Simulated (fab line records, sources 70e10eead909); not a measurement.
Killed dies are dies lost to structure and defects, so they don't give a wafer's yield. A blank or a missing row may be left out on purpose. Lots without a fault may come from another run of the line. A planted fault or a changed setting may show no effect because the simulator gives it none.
Chamber matching | flow nand_harc | NHARC_THIN_TSV_DEP_43 on pecvd-02: 3 sister chambers
The step deposits SiO2, target thk 1328.5 nm. 20 wafers are shown with their chamber, then 10 later ones without.

WAFERS WITH THEIR CHAMBER
wafer  | chamber | throttle_valve_pct (%) | chamber_pressure_Torr (Torr)
L076.2 | 1       | 15.8                   | 6.512
L076.4 | 0       | 16.0                   | 6.496
L076.5 | 2       | 16.0                   | 6.494
L080.3 | 1       | 15.8                   | 6.496
L080.4 | 0       | 16.4                   | 6.500
L080.5 | 1       | 15.8                   | 6.493
L079.1 | 0       | 16.2                   | 6.496
L079.5 | 0       | 16.3                   | 6.460
L079.6 | 2       | 16.1                   | 6.498
L082.3 | 2       | 16.8                   | 6.503
L082.4 | 0       | 16.2                   | 6.510
L082.6 | 2       | 16.4                   | 6.496
L085.3 | 0       | 16.3                   | 6.480
L085.4 | 2       | 16.5                   | 6.512
L085.5 | 0       | 16.5                   | 6.493
L087.2 | 1       | 16.0                   | 6.493
L087.5 | 2       | 16.3                   | 6.493
L087.6 | 1       | 16.1                   | 6.504
L088.1 | 0       | 16.2                   | 6.504
L088.4 | 0       | 16.2                   | 6.486

SIGNATURES (means of the wafers above)
reading               | chamber 0 | chamber 1 | chamber 2 | scatter within a chamber
throttle_valve_pct    | 16.256    | 15.900    | 16.350    | 0.197
chamber_pressure_Torr | 6.49167   | 6.49960   | 6.49933   | 0.0116
Rule: a wafer's distance from a chamber is the root of the sum, over the readings, of the square of ((its reading less the chamber's mean) divided by the reading's scatter). The wafer belongs to the nearest chamber; if the next one is less than 2 further off, it can't be placed. The scatter: the root of (the sum of the squares of (reading less its chamber's mean) over the shown wafers, divided by (wafers less chambers)).

WAFERS WITHOUT THEIR CHAMBER
wafer  | throttle_valve_pct (%) | chamber_pressure_Torr (Torr)
L088.5 | 16.0                   | 6.484
L092.1 | 16.3                   | 6.498
L092.3 | 15.6                   | 6.534
L092.5 | 15.8                   | 6.518
L093.1 | 16.1                   | 6.500
L093.2 | 15.7                   | 6.489
L093.6 | 15.6                   | 6.499
L095.1 | 16.0                   | 6.498
L095.4 | 15.9                   | 6.482
L095.5 | 16.0                   | 6.484

WHICH CHAMBER EACH WENT THROUGH
wafer  | from the rows above          | in truth
L088.5 | can't be placed: 1 or 0 or 2 | 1
L092.1 | can't be placed: 2 or 0 or 1 | 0
L092.3 | can't be placed: 1 or 2 or 0 | 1
L092.5 | can't be placed: 1 or 2 or 0 | 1
L093.1 | can't be placed: 1 or 0 or 2 | 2
L093.2 | can't be placed: 1 or 0      | 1
L093.6 | can't be placed: 1 or 0      | 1
L095.1 | can't be placed: 1 or 0 or 2 | 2
L095.4 | can't be placed: 1 or 0 or 2 | 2
L095.5 | can't be placed: 1 or 0 or 2 | 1
Placed correctly: 0 of 10. Can't be placed from these rows: 10 (the true chamber is among the candidates in 10). Placed wrongly: 0.
